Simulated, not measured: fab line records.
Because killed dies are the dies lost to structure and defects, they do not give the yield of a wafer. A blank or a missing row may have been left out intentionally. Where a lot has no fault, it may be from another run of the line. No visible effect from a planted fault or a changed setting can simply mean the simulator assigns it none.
Matching of chambers | flow nand harc | rie diel-10 running NHARC_A_STAIRCASE_ETCH_253: 4 sister chambers
The step etches the open film in C4F8/O2, target depth 50 nm, time 20.2 s. 4 wafers are shown with their chamber, then 7 later ones without.

== WAFERS, EACH WITH ITS CHAMBER ==
wafer  | chamber | rf vpp V (V)
L088.4 | 0       | 892
L090.1 | 2       | 890
L091.1 | 3       | 893
L091.5 | 1       | 901

== WAFERS WITH NO CHAMBER GIVEN ==
wafer  | rf vpp V (V)
L091.6 | 891
L096.2 | 902
L096.4 | 894
L096.6 | 891
L097.1 | 891
L097.3 | 894
L097.5 | 890

== WHICH CHAMBER EACH WENT THROUGH ==
wafer  | from the rows above          | in truth
L091.6 | can't be placed: 0 or 2 or 3 | 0
L096.2 | 1                            | 1
L096.4 | can't be placed: 3 or 0      | 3
L096.6 | can't be placed: 0 or 2 or 3 | 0
L097.1 | can't be placed: 0 or 2 or 3 | 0
L097.3 | can't be placed: 3 or 0      | 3
L097.5 | 2                            | 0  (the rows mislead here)
Placed correctly: 1 of 7. Not placeable from these rows: 5 (in 5, the candidates include the true chamber). 1 placed wrongly.
How it was worked out, from the rows above alone: a wafer's distance from a chamber is the root of the sum, over the readings, of the square of ((its reading less the chamber's mean) divided by the reading's scatter). If the next closest chamber is less than 2 further off than the closest, the wafer can't be placed; otherwise it belongs to the closest. The mean given for a chamber averages the wafers shown for that chamber. The scatter: root of mean squared gap, hidden wafer to nearest shown wafer, with one shown wafer a chamber.
